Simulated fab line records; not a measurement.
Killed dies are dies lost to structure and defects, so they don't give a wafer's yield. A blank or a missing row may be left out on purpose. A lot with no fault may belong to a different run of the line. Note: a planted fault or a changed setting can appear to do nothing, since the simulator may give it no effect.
Comparing a struck lot with a sound one ; flow nandHarc ; 14 steps out of a route of 1302
Sound: the wafers L555.1, L555.3, L555.4. Wafers struck: L553.2, L553.3, L553.4. Last of all comes the cause.
For every step that has rows: the tool of each side, followed by ch and its chambers, followed by its first start. Under that, the readings that differ: sound wafers ; struck wafers ; difference of the means ; sigmas: that difference in standard deviations of wafers without a fault.
alike: same words and numbers on both sides, and readings whose means sit less than 2 such deviations apart. not compared: any withheld reading, any reading some wafer has no value for, any bound like >300 that may hide the same value, and any number with overlapping values for which the record gives no deviation.
A row with sigmas, a row that says differs or no value, or rows on one side alone: a step with any of these is where the two part. Numbers that don't overlap but have no deviation are shown without sigmas and don't part them. A reading missing from all wafers of one side parts the sides only when that side holds two or more wafers.

first, 8 steps without rows for these wafers: NHARC_A_SGD_CUT_COAT_56 (time 75 s); NHARC_A_SGD_CUT_COAT_57 (time 65 s); NHARC_A_SGD_CUT_COAT_03 (resist thk 90 nm); NHARC_A_SGD_CUT_SOFTBAKE_04 (time 55 s); NHARC_A_SGD_CUT_EBR_05; NHARC_A_SGD_CUT_EXPOSE_06 (exposes mask SGD); NHARC_A_SGD_CUT_PEB_07 (peb time 65 s); NHARC_A_SGD_CUT_DEVELOP_08 (develop time 35 s).
NHARC_A_SGD_CUT_CD_MEAS_09: the cd target is 100 nm.
  sound on cdSem-02 ch 0, day 25 23:56; struck on cdSem-02 ch 0, day 24 22:53
  alike: cdNm
NHARC_A_SGD_CUT_OVL_MEAS_10:
  sound on overlay-01 at day 26 00:02; struck on overlay-02 at day 24 22:58
reading;sound;struck;difference;sigmas
overlayXNm (nm);-0.2 0.0 0.4;2.2 2.5 2.2;+2.2;+3
  alike: overlayYNm
NHARC_A_SGD_CUT_INSPECT_11:
  sound on defectInspect-01 at day 26 00:04; struck on defectInspect-02 at day 24 23:00
  alike: rawDefectCount
NHARC_A_SGD_CUT_DESCUM_14: chemistry O2, time 3 s.
  sound on rieDiel-01 ch 2,3, day 26 00:08; struck on rieDiel-11 ch 0,1,2, day 24 23:04
  alike: drypumpMotorCurrentA, oesProductAu, rfVppV, showerheadPlenumPTorr, throttleValvePct
  not compared: rfHoursCounterH
NHARC_A_SGD_CUT_ETCH_58: etches the open film in CF4, target depth 39 nm, time 65 s.
  sound on rieDiel-01 ch 0,2, day 26 00:14; struck on rieDiel-11 ch 0,1,3, day 24 23:09
reading;sound;struck;difference;sigmas
overEtchFrac;0.3 0.3 0.3;0.32393 0.32393 0.32393;+0.02393;
  alike: cf4FlowSccm, drypumpMotorCurrentA, oesProductAu, rfVppV, showerheadPlenumPTorr, throttleValvePct
  not compared: rfHoursCounterH
NHARC_A_SGD_CUT_ETCH_59: etches the open film in N2/H2, target depth 260 nm, time 406.25 s.
  sound on rieDiel-01 ch 0,2; struck on rieDiel-11 ch 0,1,3
  alike: drypumpMotorCurrentA, oesProductAu, overEtchFrac, rfVppV, showerheadPlenumPTorr, throttleValvePct
  not compared: rfHoursCounterH

WHERE THEY PART
Only at NHARC_A_SGD_CUT_OVL_MEAS_10, as far as this record shows. Later steps at which nothing parts them and some readings are alike: NHARC_A_SGD_CUT_INSPECT_11, NHARC_A_SGD_CUT_DESCUM_14, NHARC_A_SGD_CUT_ETCH_58, NHARC_A_SGD_CUT_ETCH_59.

WHY: what the simulator had put in
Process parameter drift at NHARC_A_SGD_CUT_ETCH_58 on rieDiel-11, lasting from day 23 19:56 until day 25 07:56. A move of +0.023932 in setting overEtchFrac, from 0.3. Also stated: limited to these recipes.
